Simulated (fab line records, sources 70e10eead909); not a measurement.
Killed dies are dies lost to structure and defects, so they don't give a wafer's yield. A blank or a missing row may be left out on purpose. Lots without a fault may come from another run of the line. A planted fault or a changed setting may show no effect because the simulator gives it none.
Which tool did it? | flow nand_harc | 7 lots, 20 wafers sampled, at 2 steps of a route of 1302

WHAT THE GAUGES READ, wafer by wafer
NHARC_A_SOURCE_PLATE_INSPECT_08.
lot  | measured     | on                | raw_defect_count
L273 | day 8 02:04  | defect_inspect-01 | 65 49 55
L275 | day 9 04:45  | defect_inspect-01 | 34 43 50
L276 | day 9 14:27  | defect_inspect-02 | 37 56 69
L285 | day 13 04:57 | defect_inspect-02 | 673 630 671 625
L291 | day 15 10:49 | defect_inspect-02 | 49 64 89
L294 | day 16 13:53 | defect_inspect-01 | 32 17 51
L295 | day 17 04:15 | defect_inspect-02 | 89 67 48

WHICH TOOL RAN EACH LOT (tool, then ch and the chambers of the sampled wafers, then the start)
lot  | NHARC_A_SOURCE_PLATE_PVD_04
L273 | pvd_sputter-02, day 7 12:36
L275 | pvd_sputter-01, day 8 13:35
L276 | pvd_sputter-01, day 9 01:52
L285 | pvd_sputter-03, day 12 15:48
L291 | pvd_sputter-02, day 14 21:43
L294 | pvd_sputter-02, day 16 00:49
L295 | pvd_sputter-01, day 16 13:02
- NHARC_A_SOURCE_PLATE_PVD_04: deposits WSi2, target thk 50 nm.

THE ANSWER, worked out from the rows above alone
Rule: what is usual is taken from the lots themselves. Put in order of their means at a reading, lots are off if they are a third of the lots or fewer, leave a main group of 4 or more, and stand apart from it by a gap of 3 or more times the standard deviation of the main group's means; of several such gaps the widest counts. A main group whose means are all the same, to the digits that the tables above print for the reading, isn't used. A lot without any number at a reading at which 4 lots or more have one is off too. The other lots that the step has rows for count as sound.
Off: L285, at NHARC_A_SOURCE_PLATE_INSPECT_08 (raw_defect_count). The main group: mean 54, standard deviation 13.
A tool fits if, at a process step before that reading, it ran every lot that is off, and no sound lot after the first of them. The gauges at NHARC_A_SOURCE_PLATE_INSPECT_08 are tried like those tools. One fits: pvd_sputter-03 at NHARC_A_SOURCE_PLATE_PVD_04. It ran no sound lot before its first lot that is off in this sample, so the start can't be narrowed down.

WHAT THE SIMULATOR HAD PUT IN
Chamber particle source: pvd_sputter-03, from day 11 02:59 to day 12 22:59, at NHARC_A_SOURCE_PLATE_PVD_04. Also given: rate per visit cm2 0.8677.
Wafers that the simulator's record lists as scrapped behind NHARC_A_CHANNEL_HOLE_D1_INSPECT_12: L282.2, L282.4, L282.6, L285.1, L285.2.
Lots struck among those shown: L285. The rule above found the same.
